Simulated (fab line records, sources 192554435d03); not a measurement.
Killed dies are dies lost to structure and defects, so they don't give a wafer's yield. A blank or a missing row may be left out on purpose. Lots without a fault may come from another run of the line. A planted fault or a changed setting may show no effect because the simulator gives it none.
Chamber matching | flow n5_finfet | N5_BEOL_M12_DEP_53 on pecvd-04: 3 sister chambers
The step deposits SiCN from 3MS/NH3, target thk 30 nm, time 10.5 s. 16 wafers are shown with their chamber, then 8 later ones without.

WAFERS WITH THEIR CHAMBER
wafer  | chamber | throttle_valve_pct (%) | showerhead_plenum_p_Torr (Torr) | rf_fwd_power_W (W)
L074.3 | 1       | 18.5                   | 4.167                           | 667
L074.4 | 2       | 17.7                   | 4.156                           | 664
L074.5 | 0       | 18.0                   | 4.153                           | 668
L076.1 | 1       | 18.7                   | 4.172                           | 667
L076.4 | 0       | 18.0                   | 4.157                           | 667
L076.6 | 1       | 18.2                   | 4.163                           | 666
L078.1 | 0       | 18.3                   | 4.147                           | 670
L078.3 | 2       | 18.0                   | 4.134                           | 668
L078.4 | 1       | 18.7                   | 4.179                           | 664
L083.1 | 0       | 18.1                   | 4.160                           | 670
L083.5 | 0       | 18.1                   | 4.161                           | 665
L083.6 | 1       | 18.3                   | 4.160                           | 668
L086.2 | 2       | 17.9                   | 4.153                           | 667
L086.3 | 1       | 18.3                   | 4.165                           | 663
L086.6 | 1       | 18.5                   | 4.164                           | 667
L092.2 | 2       | 18.1                   | 4.146                           | 666

SIGNATURES (means of the wafers above)
reading                  | chamber 0 | chamber 1 | chamber 2 | scatter within a chamber
throttle_valve_pct       | 18.100    | 18.457    | 17.925    | 0.172
showerhead_plenum_p_Torr | 4.15560   | 4.16714   | 4.14725   | 0.00715
rf_fwd_power_W           | 668.00    | 666.00    | 666.25    | 1.9
Rule: a wafer's distance from a chamber is the root of the sum, over the readings, of the square of ((its reading less the chamber's mean) divided by the reading's scatter). The wafer belongs to the nearest chamber; if the next one is less than 2 further off, it can't be placed. The scatter: the root of (the sum of the squares of (reading less its chamber's mean) over the shown wafers, divided by (wafers less chambers)).

WAFERS WITHOUT THEIR CHAMBER
wafer  | throttle_valve_pct (%) | showerhead_plenum_p_Torr (Torr) | rf_fwd_power_W (W)
L092.3 | 18.5                   | 4.172                           | 664
L092.4 | 18.3                   | 4.162                           | 667
L085.3 | 18.2                   | 4.176                           | 669
L085.4 | 18.0                   | 4.142                           | 667
L085.6 | 17.9                   | 4.157                           | 666
L090.2 | 17.9                   | 4.152                           | 670
L090.4 | 18.0                   | 4.152                           | 666
L090.5 | 18.2                   | 4.159                           | 666

WHICH CHAMBER EACH WENT THROUGH
wafer  | from the rows above          | in truth
L092.3 | 1                            | 1
L092.4 | can't be placed: 1 or 0 or 2 | 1
L085.3 | can't be placed: 1 or 0      | 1
L085.4 | can't be placed: 2 or 0      | 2
L085.6 | can't be placed: 2 or 0      | 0
L090.2 | can't be placed: 0 or 2      | 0
L090.4 | can't be placed: 2 or 0      | 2
L090.5 | can't be placed: 0 or 1 or 2 | 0
Placed correctly: 1 of 8. Can't be placed from these rows: 7 (the true chamber is among the candidates in 7). Placed wrongly: 0.
